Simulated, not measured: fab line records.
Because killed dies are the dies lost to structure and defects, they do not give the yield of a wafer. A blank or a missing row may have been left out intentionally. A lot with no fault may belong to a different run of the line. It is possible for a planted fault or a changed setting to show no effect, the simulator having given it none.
Check of tool commonality	flow nandHarc	Lots sampled 14, wafers sampled 42

## WHAT PROMPTED THE OPENING
On 3 of the 14 lots, a flag is raised at NHARC_A_M0_OVL_MEAS_10 on the reading overlayXNm. Wafers without a fault read 0.1 nm, standard deviation 0.84.
Rule: a lot is flagged in two cases, either no wafer of it has a number, or all its wafers with numbers fall more than 4 standard deviations from that mean. The rest of the lots are taken to be sound.

lot	measured	on	overlayXNm (nm), wafer by wafer	flag
L802	day 23 21:11	overlay-02	-1.2 -1.1 -1.1	
L801	day 23 22:32	overlay-01	-0.3 0.3 -0.2	
L803	day 24 19:19	overlay-01	-1.4 -1.6 -1.0	
L804	day 24 21:50	overlay-01	1.0 1.2 0.8	
L805	day 26 02:40	overlay-02	-0.4 -0.3 0.0	
L807	day 26 05:37	overlay-02	1.1 0.8 1.1	
L808	day 27 07:23	overlay-02	0.4 0.9 0.8	
L809	day 27 09:59	overlay-02	0.2 0.1 0.4	
L813	day 28 10:24	overlay-02	-0.2 0.4 -0.3	
L815	day 30 00:49	overlay-02	14.2 14.5 14.3	FLAGGED
L817	day 30 13:49	overlay-02	14.2 15.2 14.5	FLAGGED
L818	day 31 02:59	overlay-01	14.8 14.4 14.8	FLAGGED
L820	day 31 19:55	overlay-02	0.9 1.1 1.5	
L821	day 32 14:47	overlay-02	0.9 1.1 1.4	
Average over the flagged lots: 14.5 nm; offset from the usual +14.4 nm, equal to +17 standard deviations.

## LOT BY LOT: THE TOOL USED
The record holds 2 process steps before the reading, out of a route of 1302 steps. Every cell lists first the tool, next ch and the chambers used by the sampled wafers, and last the start.
lot	flag	NHARC_A_BLC_DEGAS_30	NHARC_A_M0_EXPOSE_06
L802		pvdSputter-03, day 23 18:50	arfiScanner-02 ch 0, day 23 20:58
L801		pvdSputter-02, day 23 20:10	arfiScanner-01 ch 0, day 23 22:17
L803		pvdSputter-03, day 24 17:06	arfiScanner-01 ch 0, day 24 19:06
L804		pvdSputter-03, day 24 19:29	arfiScanner-03 ch 0, day 24 21:38
L805		pvdSputter-02, day 26 00:25	arfiScanner-02 ch 0, day 26 02:26
L807		pvdSputter-02, day 26 03:14	arfiScanner-01 ch 0, day 26 05:24
L808		pvdSputter-01, day 27 04:59	arfiScanner-03 ch 0, day 27 07:09
L809		pvdSputter-01, day 27 07:38	arfiScanner-02 ch 0, day 27 09:46
L813		pvdSputter-01, day 28 08:02	arfiScanner-03 ch 0, day 28 10:10
L815	FLAGGED	pvdSputter-03, day 29 22:26	arfiScanner-03 ch 0, day 30 00:35
L817	FLAGGED	pvdSputter-02, day 30 11:11	arfiScanner-03 ch 0, day 30 13:36
L818	FLAGGED	pvdSputter-02, day 31 00:33	arfiScanner-03 ch 0, day 31 02:46
L820		pvdSputter-02, day 31 17:29	arfiScanner-01 ch 0, day 31 19:41
L821		pvdSputter-01, day 32 12:26	arfiScanner-02 ch 0, day 32 14:34
What the steps here do:
- NHARC_A_BLC_DEGAS_30: time 60 s.
- NHARC_A_M0_EXPOSE_06: exposes mask A M0, target cd 80 nm.
- NHARC_A_M0_OVL_MEAS_10: pitch 160 nm.

## FLAGGED AGAINST TOTAL, ONE TOOL AT A TIME (gauges that did the reading follow at the end)
step	tool	lots run	flagged	share of the flagged lots	sound lots run after its first flagged lot
NHARC_A_BLC_DEGAS_30	pvdSputter-01	4	0	none	-
NHARC_A_BLC_DEGAS_30	pvdSputter-02	6	2	some	1 (L820)
NHARC_A_BLC_DEGAS_30	pvdSputter-03	4	1	some	0
NHARC_A_M0_EXPOSE_06	arfiScanner-01	4	0	none	-
NHARC_A_M0_EXPOSE_06	arfiScanner-02	4	0	none	-
NHARC_A_M0_EXPOSE_06	arfiScanner-03	6	3	all	0
NHARC_A_M0_OVL_MEAS_10	overlay-01	4	1	some	0
NHARC_A_M0_OVL_MEAS_10	overlay-02	10	2	some	2 (L820,L821)

## THE TABLE: WHAT IT ALLOWS
All flagged lots share 1 row of the table, namely arfiScanner-03 at NHARC_A_M0_EXPOSE_06.
- arfiScanner-03 at NHARC_A_M0_EXPOSE_06 ran 6 lots, 3 of them flagged. It ran its last sound lot, L813, at day 28 10:10 and its first flagged lot, L815, at day 30 00:35: a fault with its onset between the two fits.
Just one tool remains: arfiScanner-03 at NHARC_A_M0_EXPOSE_06.

## WHAT THE SIMULATOR HAD INSERTED
Scanner matching overlay: arfiScanner-03, from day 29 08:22 on, at NHARC_A_M0_EXPOSE_06. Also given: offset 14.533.
Lots struck among those shown: L815, L817, L818. The rule above found the same.
